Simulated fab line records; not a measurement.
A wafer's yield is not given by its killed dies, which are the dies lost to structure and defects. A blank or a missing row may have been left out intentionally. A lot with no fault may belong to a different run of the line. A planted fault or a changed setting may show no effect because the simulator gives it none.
Matching of chambers + flow n5-finfet + ald-hk-03 running N5_MIM_TOP_ALD_00: 4 sister chambers
The step deposits Al2O3, purge time 3 s, co reactant pulse time 3 s. 4 wafers are shown with their chamber, then 10 later ones without.

== WAFERS PAIRED WITH THEIR CHAMBERS ==
| wafer  | chamber | precursor-pulse-height-rel |
|--------|---------|----------------------------|
| L077.5 | 1       | 1.007                      |
| L083.2 | 2       | 0.987                      |
| L081.2 | 0       | 0.989                      |
| L081.3 | 3       | 0.987                      |

== WAFERS WHOSE CHAMBER IS MISSING ==
| wafer  | precursor-pulse-height-rel |
|--------|----------------------------|
| L081.4 | 0.991                      |
| L087.1 | 1.015                      |
| L087.2 | 1.028                      |
| L087.4 | 1.008                      |
| L091.1 | 1.002                      |
| L091.4 | 0.985                      |
| L091.5 | 0.961                      |
| L094.4 | 0.961                      |
| L094.5 | 0.996                      |
| L094.6 | 1.024                      |

== CHAMBER TAKEN BY EACH ==
| wafer  | from the rows above               | in truth |
|--------|-----------------------------------|----------|
| L081.4 | can't be placed: 0 or 2 or 3 or 1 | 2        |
| L087.1 | can't be placed: 1 or 0 or 2 or 3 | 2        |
| L087.2 | can't be placed: 1 or 0 or 2 or 3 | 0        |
| L087.4 | can't be placed: 1 or 0 or 2 or 3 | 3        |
| L091.1 | can't be placed: 1 or 0 or 2 or 3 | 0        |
| L091.4 | can't be placed: 2 or 3 or 0 or 1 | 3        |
| L091.5 | can't be placed: 2 or 3 or 0 or 1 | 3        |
| L094.4 | can't be placed: 2 or 3 or 0 or 1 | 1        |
| L094.5 | can't be placed: 0 or 2 or 3 or 1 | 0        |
| L094.6 | can't be placed: 1 or 0 or 2 or 3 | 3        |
Correctly placed: 0 of 10. Can't be placed from these rows: 10 (the true chamber is among the candidates in 10). Number placed wrongly: 0.
How it was worked out, from the rows above alone: a wafer's distance from a chamber is the root of the sum, over the readings, of the square of ((its reading less the chamber's mean) divided by the reading's scatter). The wafer belongs to the nearest chamber; if the next one is less than 2 further off, it can't be placed. The mean given for a chamber averages the wafers shown for that chamber. The scatter (one wafer shown for each chamber): square how far every hidden wafer sits from the nearest shown wafer, average those squares and take the square root.
